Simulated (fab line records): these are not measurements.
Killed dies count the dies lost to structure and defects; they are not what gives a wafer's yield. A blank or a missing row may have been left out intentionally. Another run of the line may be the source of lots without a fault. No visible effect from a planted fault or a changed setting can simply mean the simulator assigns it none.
A struck lot beside a sound one :: flow nand_harc :: 15 steps out of a route of 1302
Sound: these wafers, L829.2, L829.5, L829.6. The struck wafers were L851.2, L851.3, L851.4. The cause is named last.
Order at every step that has rows: each side's tool, ch and its chambers, its first start. Under that, the readings that differ: sound wafers :: struck wafers :: difference of the means :: sigmas: that difference in standard deviations of wafers without a fault.
alike: readings with means less than 2 such deviations apart, plus words and numbers identical on both sides. not compared: withheld readings, readings lacking a value on some wafer, bounds such as >300 that could conceal the same value, and numbers that have no deviation in the record and whose values overlap.
A row with sigmas, a row that says differs or no value, or rows on one side alone: a step with any of these is where the two part. Non-overlapping numbers with no deviation appear without sigmas and do not part them. A reading missing from all wafers of one side parts the sides only when that side holds two or more wafers.

first, 7 steps without rows for these wafers: NHARC_P_M0_COAT_33 (time 65 s); NHARC_P_M0_COAT_03 (resist thk 90 nm); NHARC_P_M0_SOFTBAKE_04 (time 55 s); NHARC_P_M0_EBR_05; NHARC_P_M0_EXPOSE_06 (exposes mask P M0, target cd 90 nm); NHARC_P_M0_PEB_07 (peb time 65 s); NHARC_P_M0_DEVELOP_08 (develop time 35 s).
NHARC_P_M0_CD_MEAS_09 targets a cd of 90 nm.
  sound on cd_sem-01 ch 0, day 6 07:46; struck on cd_sem-01 ch 0, day 15 12:00
  alike: cd_nm
NHARC_P_M0_OVL_MEAS_10: pitch 180 nm.
  sound on overlay-01 at day 6 07:50; struck on overlay-02 at day 15 12:05
  alike: overlay_x_nm, overlay_y_nm
NHARC_P_M0_INSPECT_11:
  sound on defect_inspect-02 at day 6 07:53; struck on defect_inspect-01 at day 15 12:07
reading: raw_defect_count
sound: 3 1 3
struck: 9 8 9
difference: +6
sigmas: +2
NHARC_P_M0_DESCUM_14: chemistry O2, time 3 s.
  sound on rie_diel-05 ch 0,1,2, day 6 07:56; struck on rie_diel-05 ch 1,2,3, day 15 12:11
  alike: drypump_motor_current_A, o2_flow_sccm, oes_product_au, rf_vpp_V, showerhead_plenum_p_Torr, throttle_valve_pct
  not compared: rf_hours_counter_h
NHARC_P_M0_ETCH_34: etches the open film in N2/H2, target depth 40 nm, overetch 12 nm, time 43.94 s.
  sound on rie_diel-05 ch 0,1, day 6 08:14; struck on rie_diel-05 ch 0,2,3, day 15 12:16
  alike: drypump_motor_current_A, oes_product_au, rf_fwd_power_W, rf_vpp_V, showerhead_plenum_p_Torr, throttle_valve_pct
  not compared: rf_hours_counter_h
NHARC_P_M0_ETCH_15: etches the open film in C4F8/Ar, target depth 150 nm, overetch 15 nm, time 82.5 s.
  sound on rie_diel-05 ch 0,1,2, day 6 08:20; struck on rie_diel-05 ch 0,1,3, day 15 12:22
reading: oes_product_au (a.u.)
sound: 0.933 0.937 0.931
struck: 1.242 1.235 1.250
difference: +0.309
sigmas: +13
  alike: rf_fwd_power_W, rf_vpp_V
  not compared: rf_hours_counter_h
NHARC_P_M0_CD_MEAS_16:
  sound on cd_sem-02 at day 6 08:28; struck on cd_sem-03 at day 15 12:29
  alike: cd_nm
-- break in the record here, with 19 days between the starts of the struck wafers on either side (left off in module P_M0, picked up again in module END, where the first step shown is number 1302 on the route) --
NHARC_END_SORT_01:
  sound on prober-02 ch 0, day 25 05:48; struck on prober-02 ch 0, day 34 00:53
  alike: defect_limited_yield, killed_at_array, killed_at_other, killed_at_periphery, killed_dies, killed_open, killed_short

== WHERE THEY PART ==
First at NHARC_P_M0_INSPECT_11; last, within this record, at NHARC_P_M0_ETCH_15. Later steps at which nothing parts them and some readings are alike: NHARC_P_M0_CD_MEAS_16, NHARC_END_SORT_01.

WHY: whatever the simulator had introduced
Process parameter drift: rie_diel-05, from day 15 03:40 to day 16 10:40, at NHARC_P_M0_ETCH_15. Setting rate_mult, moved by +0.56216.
